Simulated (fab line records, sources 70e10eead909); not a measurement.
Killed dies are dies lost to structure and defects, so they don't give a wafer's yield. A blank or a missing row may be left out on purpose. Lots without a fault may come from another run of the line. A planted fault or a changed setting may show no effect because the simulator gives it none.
A struck lot beside a sound one | flow nand_harc | 14 steps out of a route of 1159
Sound: wafers L600.1, L600.3, L600.5. Struck: wafer L606.1. (L606.3, L606.6 of the same lot were not struck and are left out.) The cause comes at the end.
At each step with rows: each side's tool, then ch and its chambers, then its first start. Under that, the readings that differ: sound wafers | struck wafers | difference of the means | sigmas: that difference in standard deviations of wafers without a fault.
alike: readings whose means differ by less than 2 such deviations, and words and numbers that are the same on both sides. not compared: withheld readings, readings that some wafer has no value for, bounds like >300 that may hide the same value, and numbers for which the record gives no deviation and whose values overlap.
The two part at a step that has a row with sigmas, a row that says differs or no value, or rows on one side only. Numbers that don't overlap but have no deviation are shown without sigmas and don't part them. A reading that every wafer of one side lacks parts them only if that side has two wafers or more.

first, 4 steps without rows for these wafers: NHARC_A_WL_FILL_STRIP_28 (strips in post etch residue remover, time 1200 s); NHARC_A_WL_FILL_PRECLEAN_06 (cleans in DIW, time 300 s); NHARC_A_WL_FILL_SRD_07; NHARC_A_WL_FILL_ANNEAL_08 (time 1800 s).
NHARC_A_WL_FILL_ALD_10: deposits SiO2, target thk 50 nm, pulse time 10 s, ald cycles 500.
  sound on ald_hk-01 ch 0,2,3, day 16 23:39; struck on ald_hk-04 ch 2, day 18 07:43
  alike: heater_power_w, precursor_pulse_height_rel, susceptor_temp_C
NHARC_A_WL_FILL_ETCHBACK_16: etches the open film in C4F8/O2/Ar, target depth 88 nm, time 17.6 s.
  sound on rie_diel-09 ch 0,3; struck on rie_diel-10 ch 0
  alike: oes_product_au, rf_vpp_V
  not compared: rf_hours_counter_h
NHARC_A_WL_FILL_STRIP_29: strips in O2, time 20 s.
  sound on rie_diel-09 ch 1,2, day 17 03:52; struck on rie_diel-10 ch 1, day 18 10:55
  reading                         | sound          | struck | difference | sigmas
  rf_vpp_V (V)                    | 57.2 57.2 56.3 | 59.2   | +2.3       | +3
  showerhead_plenum_p_Torr (Torr) | 3.42 3.46 3.42 | 3.80   | +0.37      | +3
  alike: drypump_motor_current_A, oes_product_au, throttle_valve_pct
  not compared: rf_hours_counter_h
NHARC_A_WL_FILL_ETCHBACK_17: etches the open film in Cl2/BCl3, target depth 4 nm, time 26.7 s.
  sound on rie_metal-02 ch 0,1, day 17 03:57; struck on rie_metal-02 ch 1, day 18 11:00
  alike: drypump_motor_current_A, oes_product_au
  not compared: rf_hours_counter_h
then, 3 steps without rows for these wafers: NHARC_A_WL_FILL_PRECLEAN_18 (cleans in dHF, time 30 s); NHARC_A_WL_FILL_SRD_21; NHARC_A_WL_FILL_CVD_23 (deposits poly-Si, target thk 40 nm, time 800 s).
NHARC_A_WL_FILL_ETCHBACK_26: etches the open film in HBr, target depth 52 nm, time 13.3 s.
  sound on rie_si-01 ch 0,2,3, day 17 09:24; struck on rie_si-01 ch 0, day 18 16:22
  reading               | sound             | struck | difference | sigmas
  oes_product_au (a.u.) | 0.991 0.992 0.991 | 1.184  | +0.193     | +19
  alike: drypump_motor_current_A, throttle_valve_pct
  not compared: rf_hours_counter_h
then, 1 step without rows for these wafers: NHARC_A_WL_FILL_PRECLEAN_30 (cleans in dHF, time 10 s).
-- the record jumps here: 3 days lie between the struck wafers' starts before and after (it left off in module A_WL_FILL and takes up again in module END, whose first step shown is number 1159 of the route) --
NHARC_END_SORT_01:
  the record has rows for the struck wafers here (prober-01 ch 0, day 22 04:05) and none for the sound ones

WHERE THEY PART
First at NHARC_A_WL_FILL_STRIP_29; last, within this record, at NHARC_END_SORT_01.

WHY: what the simulator had put in
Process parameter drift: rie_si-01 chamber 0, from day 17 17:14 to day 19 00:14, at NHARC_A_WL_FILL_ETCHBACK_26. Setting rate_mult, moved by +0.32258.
